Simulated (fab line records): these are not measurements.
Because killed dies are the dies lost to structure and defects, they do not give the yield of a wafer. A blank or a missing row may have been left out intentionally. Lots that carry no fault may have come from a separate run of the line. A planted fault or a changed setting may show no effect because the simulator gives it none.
Which tool was responsible? -- flow n5_finfet -- route of 1938 steps, sampled at 1 step: 12 lots, 36 wafers

## WHAT THE GAUGES READ, wafer by wafer
N5_BEOL_M10_OVL_MEAS_12.
lot,measured,on,M10_OVL (nm)
L075,day 10 15:50,overlay-02,-0.3 0.1 -0.8
L078,day 10 19:24,overlay-01,0.4 0.9 1.2
L081,day 11 06:18,overlay-01,0.7 0.7 -1.1
L080,day 11 17:33,overlay-02,0.1 0.4 0.7
L083,day 12 07:00,overlay-02,0.8 1.1 1.7
L088,day 13 07:11,overlay-01,0.9 0.4 -0.2
L086,day 13 12:10,overlay-02,0.2 -0.3 -0.6
L089,day 14 07:06,overlay-02,0.7 -1.0 -1.1
L092,day 14 08:51,overlay-01,0.2 0.9 1.6
L093,day 14 16:37,overlay-02,-0.4 -0.4 -0.7
L097,day 15 13:26,overlay-01,0.9 0.9 -0.1
L095,day 15 17:45,overlay-02,0.1 0.0 0.5

## WHAT TOOL EACH LOT RAN ON (gives the tool, then ch and the chambers of the sampled wafers, and finally the start)
The record holds no process step before these readings.

## THE ANSWER, worked out from the rows above alone
Rule: what is usual is taken from the lots themselves. The widest of any qualifying gaps counts: lots, ordered by their means at a reading, are off when they make up no more than a third of the lots, leave a main group of 4 or more, and stand apart from it by 3 or more times the standard deviation of that group's means. A main group is skipped when, at the precision printed for the reading in the tables above, its means are all equal. A lot without any number at a reading at which 4 lots or more have one is off too. Where the step has rows for the other lots, those lots are counted as sound.
Nothing can be told from this: no lot is off at any reading shown.

## WHAT THE SIMULATOR PUT IN
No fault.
